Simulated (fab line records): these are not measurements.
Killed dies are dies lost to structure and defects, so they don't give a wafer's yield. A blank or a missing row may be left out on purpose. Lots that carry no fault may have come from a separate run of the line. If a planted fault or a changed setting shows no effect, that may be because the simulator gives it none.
A struck lot beside a sound one + flow nand-harc + 17 out of 1159 route steps
Sound: these wafers, L172.4, L172.5, L172.6. Wafers struck: L175.2, L175.4, L175.5. At the end, the cause is stated.
Each step with rows lists, per side, the tool, then ch with its chambers, then its first start. Under that, the readings that differ: sound wafers + struck wafers + difference of the means + sigmas: that difference in standard deviations of wafers without a fault.
alike: readings whose means differ by less than 2 such deviations, and words and numbers that are the same on both sides. not compared: withheld readings, readings that some wafer has no value for, bounds like >300 that may hide the same value, and numbers for which the record gives no deviation and whose values overlap.
A row with sigmas, a row that says differs or no value, or rows on one side alone: a step with any of these is where the two part. Numbers that have no deviation but don't overlap get no sigmas and don't part them. Lack of a reading on every wafer of one side parts them only where that side has two or more wafers.

first, 1 step without rows for these wafers: NHARC_P_ZERO_WELL_HARDBAKE_12 (time 65 s).
NHARC_P_ZERO_WELL_DESCUM_13: chemistry O2, time 3 s.
  sound on rie-diel-07 ch 0,1,2, day 2 19:25; struck on rie-diel-04 ch 0,2,3, day 3 13:19
  alike: drypump-motor-current-A, oes-product-au, rf-vpp-V, showerhead-plenum-p-Torr, throttle-valve-pct
  not compared: rf-hours-counter-h
NHARC_P_ZERO_WELL_ETCH_65: etches the open film in N2/H2, target depth 80 nm, overetch 24 nm, time 87.88 s.
  sound on rie-diel-07 ch 0,2,3, day 2 19:30; struck on rie-diel-04 ch 1,3, day 3 13:23
  alike: bias-w, drypump-motor-current-A, oes-product-au, rf-fwd-power-W, rf-vpp-V, showerhead-plenum-p-Torr, throttle-valve-pct
  not compared: rf-hours-counter-h
NHARC_P_ZERO_WELL_ETCH_62: etches the open film in CHF3/Ar, target depth 13 nm, time 6.5 s.
  sound: rie-diel-07 ch 0,2,3; struck: rie-diel-04 ch 1,2
  alike: bias-w, drypump-motor-current-A, oes-product-au, rf-fwd-power-W, rf-vpp-V, showerhead-plenum-p-Torr, throttle-valve-pct
  not compared: rf-hours-counter-h
NHARC_P_ZERO_WELL_ETCH_63: etches the open film in HBr/Cl2, target depth 120 nm, time 40.1 s.
  sound on rie-si-02 ch 1,2,3, day 2 19:41; struck on rie-si-03 ch 0,1,3, day 3 13:34
| reading               | sound             | struck            | difference | sigmas |
|-----------------------|-------------------|-------------------|------------|--------|
| oes-product-au (a.u.) | 1.005 1.014 1.015 | 0.991 1.002 0.995 | -0.015     | -2     |
  alike: bias-w, drypump-motor-current-A, hbr-flow-sccm, he-backside-leak-sccm, rf-fwd-power-W, throttle-valve-pct
  not compared: rf-hours-counter-h
then, 7 steps without rows for these wafers: NHARC_P_ZERO_WELL_STRIP_15 (strips in SPM, time 900 s); NHARC_P_ZERO_WELL_DEHYDRATE_16 (time 120 s); NHARC_P_ZERO_WELL_HMDS_17 (time 30 s); NHARC_P_ZERO_WELL_COAT_18; NHARC_P_ZERO_WELL_SOFTBAKE_19 (time 95 s); NHARC_P_ZERO_WELL_EBR_20; NHARC_P_ZERO_WELL_EXPOSE_21 (exposes mask P NWELL, target cd 720 nm).
NHARC_P_ZERO_WELL_PEB_22: peb time 85 s.
  sound on litho-track-07 ch 0, day 2 20:30; struck on litho-track-03 ch 0, day 3 14:25
| reading                  | sound                | struck               | difference | sigmas |
|--------------------------|----------------------|----------------------|------------|--------|
| heater-power-total-W (W) | 164.13 163.68 164.11 | 168.83 167.80 169.11 | +4.61      | +17    |
| plate-temp-C (C)         | 117.84 117.88 117.96 | 120.53 120.76 120.64 | +2.75      | +20    |
then, 1 step without rows for these wafers: NHARC_P_ZERO_WELL_DEVELOP_23 (time 70 s).
NHARC_P_ZERO_WELL_CD_MEAS_24: target cd 720 nm.
  sound on cd-sem-02 ch 0, day 2 20:35; struck on cd-sem-02 ch 0, day 3 14:31
  alike: cd-nm
then, 1 step without rows for these wafers: NHARC_P_ZERO_WELL_HARDBAKE_25 (time 80 s).
NHARC_END_SORT_01:
  the record has rows for the sound wafers here (prober-01 ch 0, day 19 16:00) and none for the struck ones

WHERE THEY PART
First at NHARC_P_ZERO_WELL_ETCH_63; last, within this record, at NHARC_END_SORT_01.

WHY: whatever the simulator had introduced
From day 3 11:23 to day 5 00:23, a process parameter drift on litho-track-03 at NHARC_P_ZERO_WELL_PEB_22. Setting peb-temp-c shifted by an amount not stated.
